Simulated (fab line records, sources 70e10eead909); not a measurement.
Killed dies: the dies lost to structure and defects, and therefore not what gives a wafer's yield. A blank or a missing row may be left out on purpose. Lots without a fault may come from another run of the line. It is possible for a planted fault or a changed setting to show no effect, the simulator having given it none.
Chamber matching / flow nand_harc / 4 sister chambers for NHARC_A_CHANNEL_HOLE_D1_DESCUM_15 on rie_diel-09
The step chemistry O2, time 3 s. 14 wafers are shown with their chamber, then 6 later ones without.

EACH WAFER AND ITS CHAMBER
wafer=L853.2; chamber=3; drypump_motor_current_A (A)=4.9; oes_product_au (a.u.)=0.988; rf_vpp_V (V)=58.1
wafer=L853.3; chamber=2; drypump_motor_current_A (A)=5.7; oes_product_au (a.u.)=0.995; rf_vpp_V (V)=57.9
wafer=L853.5; chamber=3; drypump_motor_current_A (A)=4.9; oes_product_au (a.u.)=0.988; rf_vpp_V (V)=57.5
wafer=L852.1; chamber=2; drypump_motor_current_A (A)=5.7; oes_product_au (a.u.)=0.993; rf_vpp_V (V)=59.0
wafer=L852.5; chamber=3; drypump_motor_current_A (A)=4.8; oes_product_au (a.u.)=0.983; rf_vpp_V (V)=57.8
wafer=L852.6; chamber=2; drypump_motor_current_A (A)=5.7; oes_product_au (a.u.)=0.992; rf_vpp_V (V)=57.4
wafer=L854.2; chamber=1; drypump_motor_current_A (A)=6.3; oes_product_au (a.u.)=1.026; rf_vpp_V (V)=57.4
wafer=L854.4; chamber=2; drypump_motor_current_A (A)=5.7; oes_product_au (a.u.)=0.992; rf_vpp_V (V)=58.4
wafer=L854.6; chamber=1; drypump_motor_current_A (A)=6.2; oes_product_au (a.u.)=1.017; rf_vpp_V (V)=58.5
wafer=L859.2; chamber=0; drypump_motor_current_A (A)=5.6; oes_product_au (a.u.)=1.016; rf_vpp_V (V)=59.1
wafer=L859.6; chamber=1; drypump_motor_current_A (A)=6.3; oes_product_au (a.u.)=1.025; rf_vpp_V (V)=58.4
wafer=L864.3; chamber=2; drypump_motor_current_A (A)=5.7; oes_product_au (a.u.)=0.995; rf_vpp_V (V)=58.7
wafer=L864.5; chamber=1; drypump_motor_current_A (A)=6.3; oes_product_au (a.u.)=1.015; rf_vpp_V (V)=57.8
wafer=L864.6; chamber=2; drypump_motor_current_A (A)=5.8; oes_product_au (a.u.)=0.985; rf_vpp_V (V)=58.8

SIGNATURES, as means of the wafers listed above
reading=drypump_motor_current_A; chamber 0=5.600; chamber 1=6.275; chamber 2=5.717; chamber 3=4.867; scatter within a chamber=0.0474
reading=oes_product_au; chamber 0=1.01600; chamber 1=1.02075; chamber 2=0.99200; chamber 3=0.98633; scatter within a chamber=0.00421
reading=rf_vpp_V; chamber 0=59.100; chamber 1=58.025; chamber 2=58.367; chamber 3=57.800; scatter within a chamber=0.533
Rule: for each reading, subtract the chamber's mean from the wafer's reading, divide by that reading's scatter and square the result; add these up over the readings and take the root, which gives the wafer's distance from the chamber. The wafer belongs to the nearest chamber; if the next one is less than 2 further off, it can't be placed. The scatter: the root of (the sum of the squares of (reading less its chamber's mean) over the shown wafers, divided by (wafers less chambers)).

WAFERS MISSING THEIR CHAMBER
wafer=L869.2; drypump_motor_current_A (A)=4.9; oes_product_au (a.u.)=0.992; rf_vpp_V (V)=59.0
wafer=L869.4; drypump_motor_current_A (A)=5.6; oes_product_au (a.u.)=1.013; rf_vpp_V (V)=57.8
wafer=L869.6; drypump_motor_current_A (A)=4.9; oes_product_au (a.u.)=0.989; rf_vpp_V (V)=57.5
wafer=L873.3; drypump_motor_current_A (A)=5.7; oes_product_au (a.u.)=1.002; rf_vpp_V (V)=57.9
wafer=L873.4; drypump_motor_current_A (A)=6.4; oes_product_au (a.u.)=1.009; rf_vpp_V (V)=58.5
wafer=L873.6; drypump_motor_current_A (A)=5.7; oes_product_au (a.u.)=0.994; rf_vpp_V (V)=58.3

WHICH CHAMBER EACH WENT THROUGH
wafer=L869.2; from the rows above=3; in truth=3
wafer=L869.4; from the rows above=0; in truth=0
wafer=L869.6; from the rows above=3; in truth=3
wafer=L873.3; from the rows above=can't be placed: 2 or 0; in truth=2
wafer=L873.4; from the rows above=1; in truth=1
wafer=L873.6; from the rows above=2; in truth=2
Placed correctly: 5 of 6. Cannot be placed on the basis of these rows: 1; the candidates contain the true chamber in 1. Placed wrongly: 0.
